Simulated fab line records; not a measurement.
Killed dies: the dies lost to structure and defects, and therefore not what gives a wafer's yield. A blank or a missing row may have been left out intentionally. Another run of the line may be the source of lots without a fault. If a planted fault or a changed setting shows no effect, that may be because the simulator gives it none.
fab line records ; flow nandHarc
[record] lots = 7; wafers = 21; lastDay = 25
route steps=1159 shown A_M0@1000 END@1159
lots with no fault: from the same line, run without faults
startH: the number of hours between the record's first day and the start of the first shown wafer of the lot ; waitH: how many hours have passed since the lot's step before this one ; " as in the row above ; L1.1+2: one row covering several wafers at once ; - value missing, or start not given ; * or withheld: withheld ; < > ~ a bound
route shown NAME@n: names a module that has steps shown in the file, with the first one's number in the route ; usual: mean/standard deviation of fault-free wafers ; same: alike in all rows ; chamber/n: place in a boat ; sites: readings site by site ; _std_site: standard deviation of those values ; _edge_site: outer sites' mean less inner sites' ; radiusMm: for every site, how far away it sits from the centre of the wafer ; mask NAME#n: copy n ; behind: the last tool/chamber to shape the wafer ; hold: reason for holding the lot/hours on hold/outcome of the hold ; device: names the non-switching transistor (n, p or np) ; end of line: the tests these same wafers got at the end of their route ; a step with no rows: only its recipe ; killed: dies lost to structure and defects at the first sort, not the wafer's yield ; map: shows each die of a wafer: x if killed, . if not, _ if none is there
set.NAME: setting as actually run; set.NAME@STEP: the setting as run at that earlier step ; model.NAME: the simulator's own value behind a step, which no gauge read
a table for each step, a row for each wafer; lots at some steps of the route
services: a tool's chamber out of use, with start hour (startH, from the record's first day; less than 0 if before it), hours out, and reason
[[steps]]
[step NHARC_A_M0_EBR_05]
[step NHARC_A_M0_EXPOSE_06]
[recipe] na = 1.35; targetCdNm = 80; doseMj = 83.25; maskId = A_M0
[step NHARC_A_M0_PEB_07]
[recipe] pebTempC = 100; pebTimeS = 65
[step NHARC_A_M0_DEVELOP_08]
[recipe] developTimeS = 35; devTempC = 23
[step NHARC_A_M0_CD_MEAS_09]
[recipe] targetCdNm = 80; landingEnergyEv = 500
[usual] cdNm = 79.9/0.7
[same] landingEnergyEv = 500
lot.wafer;tool;chamber;startH;waitH;cdNm
L330.2;cdSem-02;0;400.45;-;79.9
L330.3;cdSem-02;0;400.45;-;81.4
L330.4;cdSem-02;0;400.45;-;80.8
L338.3;cdSem-03;0;463.17;-;80.0
L338.4;cdSem-03;0;463.17;-;79.4
L338.6;cdSem-03;0;463.17;-;79.2
L347.1;cdSem-01;0;517.13;-;80.7
L347.2;cdSem-01;0;517.13;-;81.2
L347.3;cdSem-01;0;517.13;-;79.3
L346.2;cdSem-03;0;517.60;-;79.7
L346.4;cdSem-03;0;517.60;-;81.1
L346.6;cdSem-03;0;517.60;-;79.6
L345.1;cdSem-02;0;518.48;-;79.4
L345.2;cdSem-02;0;518.48;-;79.0
L345.4;cdSem-02;0;518.48;-;80.0
L352.4;cdSem-03;0;536.14;-;81.0
L352.5;cdSem-03;0;536.14;-;80.8
L352.6;cdSem-03;0;536.14;-;80.8
L353.2;cdSem-03;0;552.31;-;79.9
L353.5;cdSem-03;0;552.31;-;81.0
L353.6;cdSem-03;0;552.31;-;80.5
[step NHARC_A_M0_OVL_MEAS_10]
[recipe] pitchNm = 160
[usual] overlayXNm = 0.2/0.85; overlayYNm = 0.2/0.67
lot.wafer;tool;chamber;startH;waitH;overlayXNm;overlayYNm
L330.2;overlay-02;-;400.53;-;-0.1;0.5
L330.3;overlay-02;-;400.53;-;0.1;0.2
L330.4;overlay-02;-;400.53;-;-0.1;0.3
L338.3;overlay-01;-;463.25;-;0.9;-1.1
L338.4;overlay-01;-;463.25;-;1.1;-1.3
L338.6;overlay-01;-;463.25;-;0.2;-0.8
L347.1;overlay-02;-;517.22;-;0.3;0.5
L347.2;overlay-02;-;517.22;-;0.8;-0.2
L347.3;overlay-02;-;517.22;-;0.4;0.0
L346.2;overlay-01;-;517.68;-;0.5;1.2
L346.4;overlay-01;-;517.68;-;0.3;0.4
L346.6;overlay-01;-;517.68;-;0.8;1.0
L345.1;overlay-02;-;518.57;-;-1.3;-0.3
L345.2;overlay-02;-;518.57;-;-1.5;0.4
L345.4;overlay-02;-;518.57;-;-1.2;0.0
L352.4;overlay-01;-;536.22;-;0.4;1.3
L352.5;overlay-01;-;536.22;-;0.3;1.9
L352.6;overlay-01;-;536.22;-;0.3;1.6
L353.2;overlay-02;-;552.40;-;-0.1;-0.4
L353.5;overlay-02;-;552.40;-;0.0;0.1
L353.6;overlay-02;-;552.40;-;0.4;0.4
[step NHARC_A_M0_INSPECT_11]
[usual] rawDefectCount = 32/13
lot.wafer;tool;chamber;startH;waitH;rawDefectCount
L330.2;defectInspect-01;-;400.57;0.0;21
L330.3;defectInspect-01;-;400.57;0.0;23
L330.4;defectInspect-01;-;400.57;0.0;15
L338.3;defectInspect-02;-;463.29;0.0;33
L338.4;defectInspect-02;-;463.29;0.0;25
L338.6;defectInspect-02;-;463.29;0.0;31
L347.1;defectInspect-02;-;517.26;0.0;33
L347.2;defectInspect-02;-;517.26;0.0;24
L347.3;defectInspect-02;-;517.26;0.0;25
L346.2;defectInspect-01;-;517.72;0.0;59
L346.4;defectInspect-01;-;517.72;0.0;56
L346.6;defectInspect-01;-;517.72;0.0;59
L345.1;defectInspect-01;-;518.60;0.0;18
L345.2;defectInspect-01;-;518.60;0.0;11
L345.4;defectInspect-01;-;518.60;0.0;9
L352.4;defectInspect-02;-;536.26;0.0;35
L352.5;defectInspect-02;-;536.26;0.0;32
L352.6;defectInspect-02;-;536.26;0.0;38
L353.2;defectInspect-02;-;552.44;0.0;55
L353.5;defectInspect-02;-;552.44;0.0;40
L353.6;defectInspect-02;-;552.44;0.0;50
[step NHARC_A_M0_DESCUM_14]
[recipe] timeS = 3; o2FlowSccm = 200; arFlowSccm = 0; biasPowerW = 0; chemistry = O2
[usual] drypumpMotorCurrentA = 6.0/0.43; oesProductAu = 1.005/0.013; rfVppV = 57.9/0.85; showerheadPlenumPTorr = 1.93/0.058; throttleValvePct = 11.311/0.0089
lot.wafer;tool;chamber;startH;waitH;drypumpMotorCurrentA;oesProductAu;rfHoursCounterH;rfVppV;showerheadPlenumPTorr;throttleValvePct
L330.3;rieDiel-10;1;400.65;0.1;5.6;1.013;3;58.9;1.98;11.310
L330.2;rieDiel-10;0;400.65;0.1;5.7;1.005;3;58.4;1.96;11.314
L330.4;rieDiel-10;1;400.65;0.1;5.6;1.013;-;58.8;1.98;11.311
L338.3;rieDiel-05;1;463.36;0.1;5.6;0.999;9;56.7;1.97;11.313
L338.4;rieDiel-05;2;463.36;0.1;6.2;1.017;9;59.3;2.01;11.302
L338.6;rieDiel-05;3;463.36;0.1;5.0;1.004;-;57.5;1.81;11.318
L347.2;rieDiel-05;3;517.32;0.1;5.0;0.993;11;57.0;1.81;11.306
L347.1;rieDiel-05;0;517.32;0.1;6.4;1.003;11;58.2;1.97;11.311
L347.3;rieDiel-05;1;517.32;0.1;5.6;0.998;12;57.4;1.97;11.298
L346.4;rieDiel-10;1;517.91;0.2;5.6;1.015;12;57.8;1.97;11.334
L346.2;rieDiel-10;2;517.91;0.2;6.1;0.997;12;57.2;1.91;11.314
L346.6;rieDiel-10;0;517.91;0.2;5.7;1.002;-;59.3;1.96;11.315
L345.1;rieDiel-04;1;518.66;0.1;6.0;1.000;2;57.4;1.88;11.305
L345.4;rieDiel-04;2;518.66;0.1;6.4;1.033;1;57.6;1.88;11.313
L345.2;rieDiel-04;3;518.66;0.1;6.4;0.992;2;59.1;1.93;11.294
L352.4;rieDiel-04;2;536.35;0.1;6.4;1.024;3;57.5;1.88;11.314
L352.6;rieDiel-04;3;536.35;0.1;6.4;0.997;-;57.3;1.93;11.311
L352.5;rieDiel-04;0;536.35;0.1;6.0;1.009;-;58.1;1.92;11.304
L353.2;rieDiel-10;0;552.52;0.1;5.7;0.993;2;57.3;1.95;11.309
L353.6;rieDiel-10;1;552.52;0.1;5.6;1.034;-;59.1;1.97;11.326
L353.5;rieDiel-10;2;552.52;0.1;6.0;1.005;-;57.5;1.91;11.313
[step NHARC_A_M0_ETCH_34]
[recipe] targetDepthA = 400; overetchA = 120; timeS = 43.94; ionEnergyEv = 200; n2FlowSccm = 150; h2FlowSccm = 150; arFlowSccm = 0; rfW = 400; biasW = 150; chemistry = N2/H2
[usual] drypumpMotorCurrentA = 6.0/0.43; oesProductAu = 1.005/0.014; rfVppV = 431.1/1.8; showerheadPlenumPTorr = 2.06/0.062; throttleValvePct = 14.171/0.0084
lot.wafer;tool;chamber;startH;waitH;drypumpMotorCurrentA;oesProductAu;rfHoursCounterH;rfVppV;showerheadPlenumPTorr;throttleValvePct
L330.2;rieDiel-10;0;400.75;0.1;5.7;0.995;3;431.5;2.09;14.180
L330.3;rieDiel-10;2;400.75;0.1;6.1;0.984;3;430.7;2.04;14.166
L330.4;rieDiel-10;0;400.75;0.1;5.7;0.998;-;431.6;2.09;14.181
L338.4;rieDiel-05;3;463.43;0.1;5.0;0.987;9;427.1;1.93;14.166
L338.3;rieDiel-05;0;463.43;0.1;6.5;1.004;8;431.0;2.10;14.175
L338.6;rieDiel-05;3;463.43;0.1;5.0;0.983;-;427.4;1.93;14.183
L347.2;rieDiel-05;1;517.42;0.1;5.6;1.022;12;429.7;2.10;14.176
L347.1;rieDiel-05;3;517.42;0.1;5.0;1.000;12;427.3;1.93;14.179
L347.3;rieDiel-05;0;517.42;0.1;6.4;1.011;11;432.8;2.10;14.168
L346.2;rieDiel-10;3;517.99;0.1;6.6;1.024;9;434.6;2.18;14.154
L346.4;rieDiel-10;0;517.99;0.1;5.7;1.003;12;430.9;2.09;14.173
L346.6;rieDiel-10;1;517.99;0.1;5.6;1.014;-;433.3;2.10;14.181
L345.4;rieDiel-04;2;518.75;0.1;6.4;1.025;1;428.9;2.01;14.175
L345.2;rieDiel-04;3;518.75;0.1;6.4;0.992;2;431.7;2.05;14.173
L345.1;rieDiel-04;0;518.75;0.1;6.1;1.020;2;431.7;2.05;14.160
L352.4;rieDiel-04;1;536.42;0.1;6.0;1.008;3;429.2;2.01;14.177
L352.6;rieDiel-04;3;536.42;0.1;6.4;0.989;-;430.5;2.05;14.168
L352.5;rieDiel-04;0;536.42;0.1;6.0;1.010;-;431.7;2.05;14.173
L353.2;rieDiel-10;3;552.59;0.1;6.6;1.006;2;433.8;2.18;14.183
L353.5;rieDiel-10;2;552.59;0.1;6.1;1.003;-;430.3;2.04;14.172
L353.6;rieDiel-10;3;552.59;0.1;6.6;1.013;-;433.0;2.18;14.169
[step NHARC_A_M0_ETCH_15]
[recipe] targetDepthA = 1500; overetchA = 150; timeS = 82.5; c4f8FlowSccm = withheld; arFlowSccm = 400; rfW = 600; biasW = 300; chemistry = C4F8/Ar
[usual] oesProductAu = 0.951/0.026; rfVppV = 441.6/1.9
lot.wafer;tool;chamber;startH;waitH;oesProductAu;rfHoursCounterH;rfVppV
L330.2;rieDiel-10;1;-;-;0.981;3;443.1
L330.3;rieDiel-10;0;-;-;0.963;4;442.5
L330.4;rieDiel-10;0;-;-;0.959;-;442.2
L338.4;rieDiel-05;1;-;-;0.918;9;442.3
L338.3;rieDiel-05;3;-;-;0.915;9;438.1
L338.6;rieDiel-05;1;-;-;0.932;-;442.1
L347.3;rieDiel-05;3;-;-;0.915;12;436.9
L347.1;rieDiel-05;0;-;-;0.926;11;443.0
L347.2;rieDiel-05;1;-;-;0.935;13;443.1
L346.4;rieDiel-10;2;-;-;0.921;12;442.5
L346.2;rieDiel-10;0;-;-;0.927;12;442.8
L346.6;rieDiel-10;2;-;-;0.926;-;441.3
L345.2;rieDiel-04;3;-;-;0.960;2;440.2
L345.1;rieDiel-04;0;-;-;0.995;2;441.6
L345.4;rieDiel-04;1;-;-;0.958;2;439.8
L352.4;rieDiel-04;0;-;-;0.969;3;440.1
L352.5;rieDiel-04;3;-;-;0.951;-;440.5
L352.6;rieDiel-04;0;-;-;0.962;-;443.5
L353.2;rieDiel-10;3;-;-;1.004;2;446.6
L353.5;rieDiel-10;0;-;-;0.992;-;442.1
L353.6;rieDiel-10;1;-;-;0.992;-;442.7
[step NHARC_A_M0_CD_MEAS_16]
[usual] cdNm = 79.9/1
lot.wafer;tool;chamber;startH;waitH;cdNm
L330.2;cdSem-01;-;401.00;-;80.8
L330.3;cdSem-01;-;401.00;-;81.5
L330.4;cdSem-01;-;401.00;-;81.6
L338.3;cdSem-01;-;463.65;-;79.3
L338.4;cdSem-01;-;463.65;-;78.8
L338.6;cdSem-01;-;463.65;-;78.7
L347.1;cdSem-02;-;517.66;-;80.2
L347.2;cdSem-02;-;517.66;-;81.0
L347.3;cdSem-02;-;517.66;-;79.3
L346.2;cdSem-01;-;518.19;-;78.6
L346.4;cdSem-01;-;518.19;-;81.7
L346.6;cdSem-01;-;518.19;-;80.8
L345.1;cdSem-01;-;518.96;-;79.5
L345.2;cdSem-01;-;518.96;-;79.7
L345.4;cdSem-01;-;518.96;-;79.9
L352.4;cdSem-03;-;536.63;-;81.3
L352.5;cdSem-03;-;536.63;-;81.7
L352.6;cdSem-03;-;536.63;-;81.8
L353.2;cdSem-03;-;552.81;-;79.1
L353.5;cdSem-03;-;552.81;-;80.6
L353.6;cdSem-03;-;552.81;-;80.6
[step NHARC_A_M0_STRIP_18]
[recipe] powerW = 1000; n2FlowSccm = 150; h2FlowSccm = 150; arFlowSccm = 0; biasW = 0; chemistry = N2/H2
[usual] chamberPressureMTorr = 30.00/0.031; drypumpMotorCurrentA = 6.0/0.43; oesProductAu = 1.005/0.013; rfVppV = 90.8/0.87; showerheadPlenumPTorr = 2.06/0.062; throttleValvePct = 14.172/0.0089
[same] biasW = 0
lot.wafer;tool;chamber;startH;waitH;chamberPressureMTorr;drypumpMotorCurrentA;oesProductAu;rfHoursCounterH;rfVppV;showerheadPlenumPTorr;throttleValvePct
L330.3;rieDiel-04;2;401.07;0.1;30.01;6.3;1.010;8;90.4;2.01;14.165
L330.2;rieDiel-04;3;401.07;0.1;30.02;6.4;0.982;8;89.9;2.06;14.187
L330.4;rieDiel-04;1;401.07;0.1;29.98;6.0;0.997;7;89.9;2.01;14.157
L338.3;rieDiel-10;2;463.77;0.1;29.98;6.1;1.000;8;91.5;2.04;14.182
L338.4;rieDiel-10;3;463.77;0.1;30.04;6.6;1.017;5;91.3;2.18;14.183
L338.6;rieDiel-10;0;463.77;0.1;30.03;5.7;1.000;-;91.0;2.09;14.164
L347.1;rieDiel-10;1;517.74;0.1;30.02;5.6;1.006;12;90.3;2.10;14.156
L347.3;rieDiel-10;3;517.74;0.1;30.05;6.6;1.011;9;89.7;2.18;14.176
L347.2;rieDiel-10;0;517.74;0.1;29.96;5.7;1.003;12;91.2;2.09;14.161
L346.4;rieDiel-10;3;518.31;0.1;29.98;6.6;1.007;9;91.8;2.18;14.180
L346.2;rieDiel-10;1;518.31;0.1;30.02;5.6;1.015;12;92.0;2.10;14.180
L346.6;rieDiel-10;2;518.31;0.1;30.02;6.0;1.007;-;91.7;2.04;14.172
L345.2;rieDiel-04;2;519.04;0.1;30.01;6.4;1.022;1;90.5;2.01;14.186
L345.4;rieDiel-04;0;519.04;0.1;30.00;6.0;1.009;2;91.4;2.05;14.156
L345.1;rieDiel-04;1;519.04;0.1;29.95;6.0;0.997;2;90.5;2.01;14.165
L352.4;rieDiel-04;2;536.77;0.1;29.99;6.4;1.013;3;91.2;2.01;14.169
L352.5;rieDiel-04;3;536.77;0.1;30.01;6.4;0.985;-;89.1;2.05;14.166
L352.6;rieDiel-04;0;536.77;0.1;29.99;6.0;0.998;-;90.4;2.05;14.166
L353.2;rieDiel-05;2;552.91;0.1;30.01;6.1;1.010;1;89.7;2.14;14.167
L353.5;rieDiel-05;1;552.91;0.1;29.97;5.6;1.017;-;90.4;2.10;14.163
L353.6;rieDiel-05;2;552.91;0.1;29.96;6.1;1.016;-;92.3;2.14;14.162
[step NHARC_A_M0_STRIP_19]
[recipe] timeS = 600; tempC = 30; chemistry = postEtchResidueRemover
[usual] bathHeatDutyPct = 13.3/1.8; runLengthS = 603.4/1.1
lot.wafer;tool;chamber;startH;waitH;bathHeatDutyPct;runLengthS
L330.2;wetBench-03;4;401.34;-;11.8;602.8
L330.3;wetBench-03;6;401.34;-;13.8;603.0
L330.4;wetBench-03;1;401.34;-;12.5;603.9
L338.3;wetBench-02;4;464.00;-;12.4;603.8
L338.6;wetBench-02;7;464.00;-;13.7;603.4
L338.4;wetBench-02;1;464.00;-;13.7;602.8
L347.3;wetBench-05;1;518.02;-;-;-
L347.2;wetBench-05;2;518.02;-;-;-
L347.1;wetBench-05;3;518.02;-;-;-
L346.2;wetBench-03;5;518.55;-;-;-
L346.6;wetBench-03;0;518.55;-;-;-
L346.4;wetBench-03;1;518.55;-;-;-
L345.1;wetBench-05;1;519.32;-;-;-
L345.4;wetBench-05;2;519.32;-;-;-
L345.2;wetBench-05;6;519.32;-;-;-
L352.4;wetBench-03;4;536.97;-;11.1;602.3
L352.5;wetBench-03;5;536.97;-;16.9;603.6
L352.6;wetBench-03;7;536.97;-;14.4;603.9
L353.2;wetBench-05;3;553.16;-;12.8;601.5
L353.5;wetBench-05;5;553.16;-;13.2;606.8
L353.6;wetBench-05;6;553.16;-;13.7;604.1
[step NHARC_A_M0_DEGAS_28]
[recipe] tempC = 250; timeS = 60
[usual] heaterPowerW = 331/39
lot.wafer;tool;chamber;startH;waitH;heaterPowerW
L330.2;pvdSputter-03;-;401.67;-;295
L330.4;pvdSputter-03;-;401.67;-;286
L330.3;pvdSputter-03;-;401.67;-;353
L338.4;pvdSputter-01;-;464.27;-;345
L338.3;pvdSputter-01;-;464.27;-;363
L338.6;pvdSputter-01;-;464.27;-;370
L347.3;pvdSputter-03;-;518.28;0.2;334
L347.1;pvdSputter-03;-;518.28;0.2;367
L347.2;pvdSputter-03;-;518.28;0.2;280
L346.4;pvdSputter-03;-;518.83;0.2;369
L346.2;pvdSputter-03;-;518.83;0.2;283
L346.6;pvdSputter-03;-;518.83;0.2;361
L345.4;pvdSputter-03;-;519.59;0.3;291
L345.1;pvdSputter-03;-;519.59;0.3;338
L345.2;pvdSputter-03;-;519.59;0.3;359
L352.4;pvdSputter-03;-;537.26;-;333
L352.5;pvdSputter-03;-;537.26;-;280
L352.6;pvdSputter-03;-;537.26;-;286
L353.2;pvdSputter-02;-;553.44;-;354
L353.5;pvdSputter-02;-;553.44;-;311
L353.6;pvdSputter-02;-;553.44;-;418
[step NHARC_END_SORT_01]
[recipe] tempC = 25
[usual] defectLimitedYield = 95.1/1.6; killedAtArray = 29/10; killedAtOther = 0.7/1.1; killedAtPeriphery = 3.3/2.4; killedDies = 33/11; killedOpen = 3.3/2; killedShort = 1.9/1.3; sort_bin_2_pct = 1.5/0.67; sort_bin_3_pct = 0.27/0.24; sort_bin_4_pct = 3.1/1.1; sortNPass = 644/11; sortRimYieldPct = 97.1/2.1; sortYieldPct = 95.1/1.6
[same] grossDies = 677; sort_bin_5_pct[%] = 0; sort_bin_6_pct[%] = 0; sort_bin_7_pct[%] = 0; sort_bin_8_pct[%] = 0; sortRimNGross = 106.00
lot.wafer;tool;chamber;startH;waitH;defectLimitedYield[%];killedAtArray;killedAtOther;killedAtPeriphery;killedDies;killedOpen;killedShort;sort_bin_2_pct[%];sort_bin_3_pct[%];sort_bin_4_pct[%];sortNPass;sortRimYieldPct[%];sortYieldPct[%]
L338.3;prober-02;0;507.54;3.1;95.1;30;0;3;33;3;5;1.8;0.44;2.7;644;97.2;95.1
L338.4;prober-02;0;508.32;3.4;95.4;27;0;4;31;5;2;1.6;0;3.0;646;92.5;95.4
L338.6;prober-02;0;509.89;3.9;94.7;31;0;5;36;5;2;1.8;0.15;3.4;641;100.0;94.7
L345.1;prober-01;0;557.75;2.5;96.2;18;1;7;26;3;0;0.7;0.15;3.0;651;95.3;96.2
L345.2;prober-01;0;558.55;2.8;96.5;18;1;5;24;6;4;0.7;0;2.8;653;97.2;96.5
L345.4;prober-01;0;560.16;3.4;97.8;11;1;3;15;3;1;0.9;0;1.3;662;97.2;97.8
L346.2;prober-02;0;558.55;2.8;91.0;55;3;3;61;2;1;2.8;0.30;5.9;616;92.5;91.0
L346.4;prober-02;0;560.16;3.4;92.2;50;0;3;53;1;2;1.0;0.44;6.4;624;92.5;92.2
L346.6;prober-02;0;561.76;4.0;92.3;49;1;2;52;2;3;2.1;0.44;5.2;625;99.1;92.3
L347.1;prober-02;0;565.57;2.5;95.9;27;1;0;28;1;1;1.2;0.30;2.7;649;99.1;95.9
L347.2;prober-02;0;566.35;2.8;96.3;22;0;3;25;2;1;1.0;0.15;2.5;652;100.0;96.3
L347.3;prober-02;0;567.14;3.1;95.3;29;0;3;32;4;4;1.6;0.30;2.8;645;97.2;95.3
L353.2;prober-01;0;593.56;2.8;93.4;45;0;0;45;4;4;1.9;0.30;4.4;632;96.2;93.4
L353.5;prober-01;0;595.99;3.7;95.1;32;0;1;33;3;1;1.8;0.44;2.7;644;94.3;95.1
L353.6;prober-01;0;596.80;4.0;93.5;39;1;4;44;1;2;1.8;0.89;3.8;633;97.2;93.5
// killed by level:class
L338.3 A_CHANNEL_HOLE_D1:chamberFilmFlake=18 A_STAIRCASE:chamberFilmFlake=2 A_CONTACT:chamberFilmFlake=2 P_M0:geometricParticle:short=1 A_ONON_D1:geometricParticle:short=1 A_CHANNEL_FILL_D1:geometricParticle:short=1 A_WL_FILL:geometricParticle:short=1 A_CONTACT:geometricParticle:open=1
L338.4 A_CHANNEL_HOLE_D1:chamberFilmFlake=14 A_CONTACT:chamberFilmFlake=5 A_WL_FILL:geometricParticle:open=2 P_STI:chamberFilmFlake=2 A_WL_FILL:chamberFilmFlake=2 P_M0:geometricParticle:open=1 P_M0:geometricParticle:short=1 A_CHANNEL_FILL_D1:geometricParticle:short=1
L338.6 A_CHANNEL_HOLE_D1:chamberFilmFlake=17 A_STAIRCASE:chamberFilmFlake=6 P_CONTACT:geometricParticle:open=2 A_CONTACT:geometricParticle:open=2 P_STI:chamberFilmFlake=2 A_CONTACT:chamberFilmFlake=2 A_WL_FILL:geometricParticle:short=1 A_WL_FILL:geometricParticle:open=1
L345.1 A_CHANNEL_HOLE_D1:chamberFilmFlake=9 A_CONTACT:chamberFilmFlake=5 P_GATE:chamberFilmFlake=3 P_GATE:geometricParticle:open=1 A_SOURCE_PLATE:geometricParticle:open=1 A_CONTACT:geometricParticle:open=1 P_STI:chamberFilmFlake=1 P_M1:chamberFilmFlake=1
L345.2 A_CHANNEL_HOLE_D1:chamberFilmFlake=4 P_M2:chamberFilmFlake=3 A_CONTACT:chamberFilmFlake=3 A_WL_FILL:geometricParticle:short=2 A_SGD_CUT:chamberFilmFlake=2 P_M0:geometricParticle:open=1 P_M1:geometricParticle:open=1 A_CHANNEL_HOLE_D1:geometricParticle:short=1
L346.2 A_CHANNEL_HOLE_D1:chamberFilmFlake=30 A_SLIT:chamberFilmFlake=17 A_CONTACT:chamberFilmFlake=3 THIN_TSV:chamberFilmFlake=3 P_M2:chamberFilmFlake=2 A_STAIRCASE:chamberFilmFlake=2 P_M0:geometricParticle:open=1 A_CHANNEL_HOLE_D1:geometricParticle:short=1
L346.4 A_CHANNEL_HOLE_D1:chamberFilmFlake=25 A_SLIT:chamberFilmFlake=15 A_CONTACT:chamberFilmFlake=7 P_M0:geometricParticle:open=1 A_CHANNEL_FILL_D1:geometricParticle:short=1 A_M0:geometricParticle:short=1 P_STI:chamberFilmFlake=1 P_M2:chamberFilmFlake=1
L345.4 A_CHANNEL_HOLE_D1:chamberFilmFlake=5 A_CONTACT:chamberFilmFlake=2 A_CHANNEL_FILL_D1:geometricParticle:short=1 A_CHANNEL_FILL_D1:geometricParticle:open=1 A_SGD_CUT:geometricParticle:open=1 A_M0:geometricParticle:open=1 P_STI:chamberFilmFlake=1 P_GATE:chamberFilmFlake=1
L346.6 A_SLIT:chamberFilmFlake=21 A_CHANNEL_HOLE_D1:chamberFilmFlake=17 A_CONTACT:chamberFilmFlake=5 P_M0:geometricParticle:short=1 A_ONON_D1:geometricParticle:short=1 A_WL_FILL:geometricParticle:short=1 A_CONTACT:geometricParticle:open=1 A_BLC:geometricParticle:open=1
L347.1 A_SLIT:chamberFilmFlake=16 A_CHANNEL_HOLE_D1:chamberFilmFlake=8 A_BLC:geometricParticle:open=1 A_M0:geometricParticle:short=1 A_CONTACT:chamberFilmFlake=1 THIN_TSV:chamberFilmFlake=1
L347.2 A_SLIT:chamberFilmFlake=17 A_CHANNEL_HOLE_D1:chamberFilmFlake=2 P_CONTACT:geometricParticle:short=1 P_CONTACT:geometricParticle:open=1 A_CHANNEL_FILL_D1:geometricParticle:open=1 P_GATE:chamberFilmFlake=1 A_STAIRCASE:chamberFilmFlake=1 A_CONTACT:chamberFilmFlake=1
L347.3 A_SLIT:chamberFilmFlake=17 A_CHANNEL_FILL_D1:geometricParticle:open=2 A_CHANNEL_FILL_D1:geometricParticle:short=2 P_GATE:chamberFilmFlake=2 A_CHANNEL_HOLE_D1:chamberFilmFlake=2 P_CONTACT:geometricParticle:open=1 A_WL_FILL:geometricParticle:short=1 A_BLC:geometricParticle:open=1
L353.2 A_SLIT:chamberFilmFlake=18 A_CHANNEL_HOLE_D1:chamberFilmFlake=13 A_ONON_D1:geometricParticle:open=2 A_ONON_D1:geometricParticle:short=2 A_CHANNEL_FILL_D1:chamberFilmFlake=2 A_STAIRCASE:chamberFilmFlake=2 A_CHANNEL_HOLE_D1:geometricParticle:open=1 A_WL_FILL:geometricParticle:short=1
L353.5 A_SLIT:chamberFilmFlake=14 A_CHANNEL_HOLE_D1:chamberFilmFlake=8 A_CONTACT:chamberFilmFlake=6 P_M2:geometricParticle:open=1 A_CHANNEL_HOLE_D1:geometricParticle:open=1 A_SGD_CUT:geometricParticle:short=1 A_CONTACT:geometricParticle:open=1 A_STAIRCASE:chamberFilmFlake=1
L353.6 A_SLIT:chamberFilmFlake=22 A_CHANNEL_HOLE_D1:chamberFilmFlake=9 A_CONTACT:chamberFilmFlake=4 P_ZERO_WELL:chamberFilmFlake=2 P_BONDPAD:chamberFilmFlake=2 A_CHANNEL_FILL_D1:geometricParticle:short=1 A_CONTACT:geometricParticle:open=1 A_M1:geometricParticle:short=1
[[services]]
tool;chamber;startH;hours;kind
pvdSputter-03;-;379.14;15.3;repair
rieDiel-10;0;387.21;-;clean
rieDiel-10;1;387.21;-;clean
rieDiel-10;2;387.21;-;clean
rieDiel-10;3;387.21;-;clean
rieDiel-10;3;390.21;15.5;repair
pvdSputter-02;-;392.00;10.0;pm
pvdSputter-01;-;413.99;26.0;repair
rieDiel-05;0;432.69;10.8;repair
rieDiel-10;3;434.63;7.0;repair
pvdSputter-02;-;445.98;0.9;repair
rieDiel-05;-;454.47;0.1;repair
pvdSputter-03;-;458.00;10.0;pm
rieDiel-04;-;466.14;9.0;pm
wetBench-05;-;490.80;8.0;pm
rieDiel-05;2;492.16;47.6;repair
rieDiel-05;-;493.21;0.9;repair
wetBench-03;-;500.84;8.0;pm
rieDiel-04;2;512.21;2.2;repair
pvdSputter-01;-;514.06;10.0;pm
rieDiel-05;-;517.60;9.0;pm
rieDiel-10;-;530.71;9.0;pm
wetBench-02;-;532.00;8.0;pm
rieDiel-04;3;551.49;10.7;repair
[[key]]
[firstSign] step = NHARC_A_M0_STRIP_19; reading = toolRecord; direction = missing
effect none on later readings
metAt NHARC_A_M0_STRIP_19
struckWafers L345.1,L345.2,L345.4,L346.2,L346.4,L346.6,L347.1,L347.2,L347.3
onsetBetween 401.34 518.02
[fault] kind = skippedStepWhole; tool = wetBench-03,wetBench-05; chamber = -; onsetH = 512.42; steps = NHARC_A_M0_STRIP_19; scope = struckLotsOnly
